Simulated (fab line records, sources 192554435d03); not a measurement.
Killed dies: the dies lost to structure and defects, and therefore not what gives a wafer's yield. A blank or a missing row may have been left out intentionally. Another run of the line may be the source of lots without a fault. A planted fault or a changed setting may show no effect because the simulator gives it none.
fab line records    flow n5Finfet
record: lots: 11  wafers: 32  lastDay: 18
route steps=1938 shown START@1 WELL_APT@21 BEOL_M4@1111
lots that met no fault: from a run of the same line without faults
startH: the number of hours between the record's first day and the start of the first shown wafer of the lot    waitH: time in hours since the lot's previous step    " as in the row above    L1.1+2: several wafers, shown together as one row    - either no value or no given start    * or withheld: withheld    < > ~ a bound
route shown NAME@n: a module of which the file shows steps, and the number in the route of the first    usual: average and standard deviation across the fault-free wafers    same: alike in all rows    chamber/n: place in a boat    sites: the reading at each site    _std_site: the standard deviation of these    _edge_site: the outer-site mean with the inner-site mean subtracted    radiusMm: for every site, how far away it sits from the centre of the wafer    mask NAME#n: copy n    behind: the tool/chamber that last shaped the wafer    hold: cause of the lot's hold/its duration in hours/its outcome    device: which transistor (n, p or np) failed to switch    end of line: the tests these same wafers got at the end of their route    a step without rows: its recipe alone    killed: dies that structure and defects cost at the first sort, which is not the same as the wafer's yield    map: per-die view of a wafer (x killed, . not killed, _ where there is no die)
set.NAME: setting as actually run; set.NAME@STEP: the setting as run at that earlier step    model.NAME: the simulator's own value behind a step, which no gauge read
route steps across a sampled set of lots; one table per step, one row per wafer
== steps ==
step: N5_START_INSPECT_01
recipe: inspectInstrument: unpatternedScan  mode: incoming
usual: rawDefectCount: 5.9/2.2
lot.wafer  tool              chamber  startH  waitH  rawDefectCount
L815.3     defectInspect-02  -        18.03   -      3
L815.5     "                 -        "       "      7
L819.1     defectInspect-02  -        42.03   -      12
L819.4     "                 -        "       "      7
L819.6     "                 -        "       "      8
L820.2     defectInspect-02  -        48.07   -      6
L820.4     "                 -        "       "      8
L820.5     "                 -        "       "      5
L822.1     defectInspect-02  -        60.03   -      5
L822.3     "                 -        "       "      9
L822.6     "                 -        "       "      5
L823.2     defectInspect-02  -        66.03   -      5
L823.5     "                 -        "       "      5
L823.6     "                 -        "       "      6
L824.3     defectInspect-02  -        72.03   -      8
L824.5     "                 -        "       "      5
L824.6     "                 -        "       "      3
L831.2     defectInspect-02  -        114.03  -      9
L831.4     "                 -        "       "      6
L831.5     "                 -        "       "      7
L834.1     defectInspect-01  -        132.03  -      5
L834.2     "                 -        "       "      2
L834.5     "                 -        "       "      8
L835.2     defectInspect-02  -        138.03  -      4
L835.3     "                 -        "       "      5
L835.5     "                 -        "       "      7
L836.2     defectInspect-02  -        144.03  -      6
L836.4     "                 -        "       "      6
L836.6     "                 -        "       "      9
L837.2     defectInspect-01  -        150.03  -      6
L837.3     "                 -        "       "      2
L837.6     "                 -        "       "      5
step: N5_WELL_APT_COAT_02
recipe: spinRpm: 1357  resistThkNm: 950
usual: exhaustPa: 44.9/0.99  spinSpeedRpm: 1356.9/0.8
lot.wafer  tool           chamber  startH  waitH  exhaustPa  spinSpeedRpm
L815.3     lithoTrack-01  0        19.42   -      44.9       1357.2
L815.5     "              0        "       "      44.1       1356.5
L819.1     lithoTrack-04  0        43.37   -      45.1       1356.5
L819.4     "              0        "       "      45.9       1357.1
L819.6     "              0        "       "      44.3       1356.1
L820.2     lithoTrack-03  0        49.46   -      43.9       1356.3
L820.4     "              0        "       "      43.7       1357.9
L820.5     "              0        "       "      44.7       1356.6
L822.1     lithoTrack-04  0        61.29   -      45.1       1357.3
L822.3     "              0        "       "      44.4       1356.3
L822.6     "              0        "       "      45.3       1356.5
L823.2     lithoTrack-04  0        67.41   -      45.0       1583.6
L823.5     "              0        "       "      46.3       1583.7
L823.6     "              0        "       "      45.7       1583.0
L824.3     lithoTrack-04  0        73.41   -      42.7       1584.5
L824.5     "              0        "       "      45.1       1583.5
L824.6     "              0        "       "      44.9       1584.7
L831.2     lithoTrack-01  0        115.42  -      44.8       1357.3
L831.4     "              0        "       "      43.5       1356.5
L831.5     "              0        "       "      44.5       1356.7
L834.1     lithoTrack-01  0        133.66  -      46.3       1357.3
L834.2     "              0        "       "      45.5       1356.5
L834.5     "              0        "       "      46.5       1356.3
L835.2     lithoTrack-03  0        139.47  -      45.8       1357.5
L835.3     "              0        "       "      44.8       1356.5
L835.5     "              0        "       "      45.1       1358.5
L836.2     lithoTrack-01  0        145.41  -      46.0       1358.1
L836.4     "              0        "       "      45.7       1355.5
L836.6     "              0        "       "      45.7       1357.3
L837.2     lithoTrack-01  0        151.31  -      46.0       1356.0
L837.3     "              0        "       "      46.2       1356.2
L837.6     "              0        "       "      46.7       1356.0
step: N5_WELL_APT_CD_MEAS_08
recipe: targetCdNm: 200  landingEnergyEv: 500  detector: seInlens
usual: cdNm: 200.3/1.7
same: landingEnergyEv: 500
lot.wafer  tool      chamber  startH  waitH  cdNm
L815.3     cdSem-01  0        19.81   -      200.5
L815.5     "         0        "       "      202.1
L819.1     cdSem-01  0        43.64   -      199.2
L819.4     "         0        "       "      199.0
L819.6     "         0        "       "      199.7
L820.2     cdSem-02  0        49.73   -      201.9
L820.4     "         0        "       "      201.0
L820.5     "         0        "       "      203.4
L822.1     cdSem-01  0        61.68   -      203.3
L822.3     "         0        "       "      201.4
L822.6     "         0        "       "      203.0
L823.2     cdSem-02  0        67.81   -      201.5
L823.5     "         0        "       "      200.1
L823.6     "         0        "       "      201.0
L824.3     cdSem-01  0        73.68   -      204.4
L824.5     "         0        "       "      203.0
L824.6     "         0        "       "      205.8
L831.2     cdSem-02  0        115.69  -      200.4
L831.4     "         0        "       "      201.1
L831.5     "         0        "       "      202.8
L834.1     cdSem-03  0        133.93  -      198.4
L834.2     "         0        "       "      203.9
L834.5     "         0        "       "      203.0
L835.2     cdSem-01  0        139.86  -      200.0
L835.3     "         0        "       "      200.8
L835.5     "         0        "       "      200.8
L836.2     cdSem-03  0        145.80  -      202.3
L836.4     "         0        "       "      199.4
L836.6     "         0        "       "      197.7
L837.2     cdSem-01  0        151.70  -      199.0
L837.3     "         0        "       "      201.5
L837.6     "         0        "       "      201.9
step: N5_WELL_APT_INSPECT_10
recipe: mode: adi  inspectInstrument: macro
usual: rawDefectCount: 2.0/1.5
lot.wafer  tool              chamber  startH  waitH  rawDefectCount
L815.3     defectInspect-02  -        19.87   0.0    1
L815.5     "                 -        "       "      5
L819.1     defectInspect-02  -        43.69   0.0    1
L819.4     "                 -        "       "      0
L819.6     "                 -        "       "      3
L820.2     defectInspect-02  -        49.78   0.0    1
L820.4     "                 -        "       "      6
L820.5     "                 -        "       "      1
L822.1     defectInspect-02  -        61.73   0.0    3
L822.3     "                 -        "       "      5
L822.6     "                 -        "       "      0
L823.2     defectInspect-02  -        67.86   0.0    2
L823.5     "                 -        "       "      1
L823.6     "                 -        "       "      3
L824.3     defectInspect-02  -        73.74   0.0    4
L824.5     "                 -        "       "      0
L824.6     "                 -        "       "      1
L831.2     defectInspect-02  -        115.74  0.0    1
L831.4     "                 -        "       "      2
L831.5     "                 -        "       "      2
L834.1     defectInspect-02  -        133.99  0.0    0
L834.2     "                 -        "       "      1
L834.5     "                 -        "       "      1
L835.2     defectInspect-01  -        139.92  0.0    1
L835.3     "                 -        "       "      2
L835.5     "                 -        "       "      1
L836.2     defectInspect-02  -        145.86  0.0    2
L836.4     "                 -        "       "      4
L836.6     "                 -        "       "      4
L837.2     defectInspect-02  -        151.75  0.0    1
L837.3     "                 -        "       "      0
L837.6     "                 -        "       "      3
step: N5_BEOL_M4_RC_MEAS_101
usual: DIBL_N: 36.0/1.6  DIBL_P: 36.1/2  IOFF_N: 0.160/0.029  IOFF_P: 0.21/0.039  ION_N: 675/13  ION_P: 464/8.8  SS_N: 71.5/0.58  SS_P: 73.3/0.65  VT_N: 250/3.3  VT_P: -249/3.6
lot.wafer  tool       chamber  startH  waitH  DIBL_N[mV/V]  DIBL_P[mV/V]  IOFF_N[nA/um]  IOFF_P[nA/um]  ION_N[uA/um]  ION_P[uA/um]  SS_N[mV/dec]  SS_P[mV/dec]  VT_N[mV]  VT_P[mV]
L815.3     prober-01  0        169.61  0.3    37.5          36.4          0.174          0.24           666           460           71.8          74.0          251       -248
L815.5     "          0        "       "      36.0          34.5          0.149          0.21           667           460           71.1          72.7          251       -250
L820.2     prober-01  0        204.50  0.2    36.7          38.2          0.177          0.22           677           454           70.9          74.5          250       -250
L820.4     "          0        "       "      35.7          37.7          0.172          0.22           671           461           71.7          73.8          249       -252
L820.5     "          0        "       "      34.9          35.4          0.150          0.18           657           447           71.5          73.5          252       -254
L819.1     prober-02  0        204.65  0.0    38.0          36.8          0.166          0.23           681           471           71.6          73.6          250       -248
L819.4     "          0        "       "      36.7          35.3          0.154          0.22           677           465           70.8          73.0          250       -249
L819.6     "          0        "       "      37.5          37.1          0.152          0.23           670           465           72.2          73.3          252       -247
L822.1     prober-01  0        219.96  0.0    37.1          36.8          0.180          0.20           669           454           71.5          73.3          251       -251
L822.3     "          0        "       "      34.3          35.2          0.130          0.18           658           452           71.1          72.9          256       -250
L822.6     "          0        "       "      34.3          34.8          0.132          0.18           672           462           71.1          73.6          251       -252
L823.2     prober-02  0        220.17  0.2    35.8          35.5          0.150          0.20           677           467           71.9          73.4          249       -253
L823.5     "          0        "       "      37.9          37.8          0.186          0.24           688           472           72.2          73.6          245       -248
L823.6     "          0        "       "      38.2          37.7          0.192          0.24           688           466           71.8          73.8          245       -248
L824.3     prober-02  0        234.71  0.3    36.3          36.7          0.166          0.23           679           463           72.5          72.7          248       -246
L824.5     "          0        "       "      36.4          37.4          0.165          0.25           678           471           72.9          73.8          249       -243
L824.6     "          0        "       "      37.7          38.8          0.180          0.26           672           458           72.1          73.5          248       -247
L831.2     prober-01  0        268.24  0.2    37.1          38.1          0.203          0.22           685           463           71.5          73.6          245       -248
L831.4     "          0        "       "      35.7          36.5          0.154          0.20           661           463           71.4          73.8          248       -248
L831.5     "          0        "       "      34.8          35.1          0.144          0.18           670           455           70.7          72.9          250       -253
L835.2     prober-02  0        294.61  0.2    31.8          33.0          0.115          0.18           667           461           70.8          72.4          256       -250
L835.3     "          0        "       "      32.8          34.9          0.123          0.21           663           468           71.1          73.2          254       -246
L835.5     "          0        "       "      35.6          37.3          0.171          0.24           681           471           71.3          73.8          249       -247
L834.1     prober-02  0        301.11  0.0    35.4          35.1          0.146          0.20           695           478           71.2          72.2          249       -251
L834.2     "          0        "       "      36.8          36.5          0.159          0.22           675           466           71.7          73.2          251       -248
L834.5     "          0        "       "      38.6          39.2          0.210          0.27           706           479           72.0          74.0          247       -247
L837.2     prober-01  0        302.01  0.2    37.1          39.3          0.192          0.30           682           472           70.9          74.7          245       -242
L837.3     "          0        "       "      37.2          38.6          0.181          0.27           677           469           72.6          73.8          247       -246
L837.6     "          0        "       "      38.8          40.2          0.234          0.31           687           468           72.1          74.1          244       -242
L836.2     prober-02  0        303.43  0.2    34.6          33.6          0.128          0.19           664           462           70.7          72.0          253       -247
L836.4     "          0        "       "      35.0          35.3          0.139          0.21           657           458           71.5          72.9          253       -251
L836.6     "          0        "       "      37.1          37.7          0.180          0.25           682           465           71.9          74.1          247       -247
== key ==
firstSign: step: N5_WELL_APT_COAT_02  reading: spinSpeedRpm  direction: up  sigmas: 99+  usual: *  struck: *
effect none on later readings
metAt N5_WELL_APT_COAT_02
struckLots L823,L824
notActingAt N5_START_INSPECT_01,N5_WELL_APT_CD_MEAS_08,N5_WELL_APT_INSPECT_10
onsetBetween 61.29 67.41
fault: kind: processParameterDrift  tool: lithoTrack-04  chamber: -  onsetH: 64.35  steps: N5_WELL_APT_COAT_02  channel: spinRpm  offset: *  shape: step  endH: 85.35  actsIn: *  stated: *
